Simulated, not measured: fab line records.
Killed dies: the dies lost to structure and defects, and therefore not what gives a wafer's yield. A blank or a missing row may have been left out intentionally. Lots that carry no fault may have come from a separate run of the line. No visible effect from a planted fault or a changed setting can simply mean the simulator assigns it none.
Which tool did it? | flow nand-harc | 13 lots with 39 wafers sampled at 2 steps, on a route of 1302 steps

== WHAT EACH GAUGE READ, for each wafer ==
NHARC_A_SLIT_OVL_MEAS_10. Usual: overlay-x-nm 0.1 nm, standard deviation 0.84; overlay-y-nm 0.0 nm, standard deviation 0.91.
lot  | measured     | on         | overlay-x-nm (nm) | overlay-y-nm (nm) | flag
L847 | day 20 05:16 | overlay-01 | 1.0 1.5 1.7       | -0.4 -0.5 -0.4    |
L846 | day 20 05:28 | overlay-02 | 0.2 -0.8 0.3      | -1.1 -2.0 -1.5    |
L848 | day 20 10:52 | overlay-01 | -0.3 -0.1 -0.9    | 0.1 0.7 -0.1      |
L850 | day 21 00:26 | overlay-01 | -1.2 -1.5 -1.0    | 0.0 -1.0 -0.2     |
L853 | day 22 20:57 | overlay-02 | -0.6 -0.6 -0.5    | 0.6 0.3 0.5       |
L856 | day 23 18:04 | overlay-01 | 0.7 1.3 0.4       | -0.6 -0.6 -0.5    |
L858 | day 24 15:35 | overlay-02 | 0.1 0.3 0.1       | -1.6 -1.5 -1.5    |
L857 | day 24 16:22 | overlay-02 | -0.4 -0.4 -0.6    | 1.3 1.5 1.4       |
L864 | day 26 17:53 | overlay-02 | 0.4 0.1 0.8       | 0.9 0.9 1.0       |
L863 | day 26 19:20 | overlay-02 | 1.7 1.1 1.2       | 0.1 -0.6 -0.7     |
L865 | day 27 20:20 | overlay-02 | 0.6 1.2 -0.2      | -0.9 -1.1 -1.3    |
L866 | day 27 20:31 | overlay-01 | -0.6 0.4 -0.5     | -0.2 -0.6 -0.2    |
L868 | day 29 07:58 | overlay-01 | -0.1 0.2 -0.1     | 1.3 1.3 1.1       |

== TOOL THAT RAN EACH LOT (tool first, then ch and the chambers of the sampled wafers, then the start) ==
lot  | NHARC_A_SLIT_DEP_25
L847 | pecvd-01 ch 1,2, day 19 23:47
L846 | pecvd-03 ch 0,1, day 19 23:49
L848 | pecvd-01 ch 1,2, day 20 04:56
L850 | pecvd-03 ch 1,2, day 20 18:19
L853 | pecvd-01 ch 0,1,2, day 22 13:29
L856 | pecvd-01 ch 0,1,2, day 23 11:17
L858 | pecvd-04 ch 0,2, day 24 09:53
L857 | pecvd-01 ch 1,2, day 24 09:53
L864 | pecvd-04 ch 0,2, day 26 08:24
L863 | pecvd-01 ch 0,2, day 26 08:25
L865 | pecvd-01 ch 1,2, day 27 15:29
L866 | pecvd-03 ch 1,2, day 27 15:29
L868 | pecvd-03 ch 0,2, day 28 19:24
- NHARC_A_SLIT_DEP_25: deposits SiO2, target thk 200 nm.

== AS READ BY THE TOOLS THEMSELVES (means over the sampled wafers that have a number; for cases with no such wafer, the mark the record gives instead) ==
NHARC_A_SLIT_DEP_25. Usual: heater-power-outer-w 314 W, standard deviation 65; heater-power-w 582 W, standard deviation 94; rf-fwd-power-W 898 W, standard deviation 3.1; throttle-valve-pct 15.8 %, standard deviation 0.49.
lot  | tool     | heater-power-outer-w (W) | heater-power-w (W) | rf-fwd-power-W (W) | throttle-valve-pct (%) | flag
L847 | pecvd-01 | 347                      | 646                | 895                | 16.0                   |
L846 | pecvd-03 | 391                      | 670                | 899                | 16.3                   |
L848 | pecvd-01 | 296                      | 578                | 899                | 16.0                   |
L850 | pecvd-03 | 357                      | 607                | 897                | 16.2                   |
L853 | pecvd-01 | 309                      | 599                | 894                | 15.9                   |
L856 | pecvd-01 | 288                      | 567                | 898                | 15.7                   |
L858 | pecvd-04 | 231                      | 454                | 898                | 15.1                   |
L857 | pecvd-01 | 342                      | 632                | 901                | 15.9                   |
L864 | pecvd-04 | 236                      | 470                | 899                | 15.3                   |
L863 | pecvd-01 | 316                      | 590                | 901                | 16.1                   |
L865 | pecvd-01 | 326                      | 625                | 901                | 15.8                   |
L866 | pecvd-03 | 368                      | 628                | 903                | 15.7                   |
L868 | pecvd-03 | 392                      | 697                | 897                | 15.6                   |

== THE ANSWER, worked out from the rows above alone ==
Rule: a lot counts as off when the mean over its wafers that have a number is more than 3 standard deviations away from the usual mean. A lot without any number at a reading at which 4 lots or more have one is off too. Where the step has rows for the other lots, those lots are counted as sound. After the gauges, taken in route order, come the tools' own readings; for these a lot's mean is taken, as printed above. At the first step where some lot is off, the reading lying furthest off is the one used; lots without a number count as furthest.
None of the lots is off at any reading shown; this tells nothing.

== WHAT THE SIMULATOR HAD PUT IN ==
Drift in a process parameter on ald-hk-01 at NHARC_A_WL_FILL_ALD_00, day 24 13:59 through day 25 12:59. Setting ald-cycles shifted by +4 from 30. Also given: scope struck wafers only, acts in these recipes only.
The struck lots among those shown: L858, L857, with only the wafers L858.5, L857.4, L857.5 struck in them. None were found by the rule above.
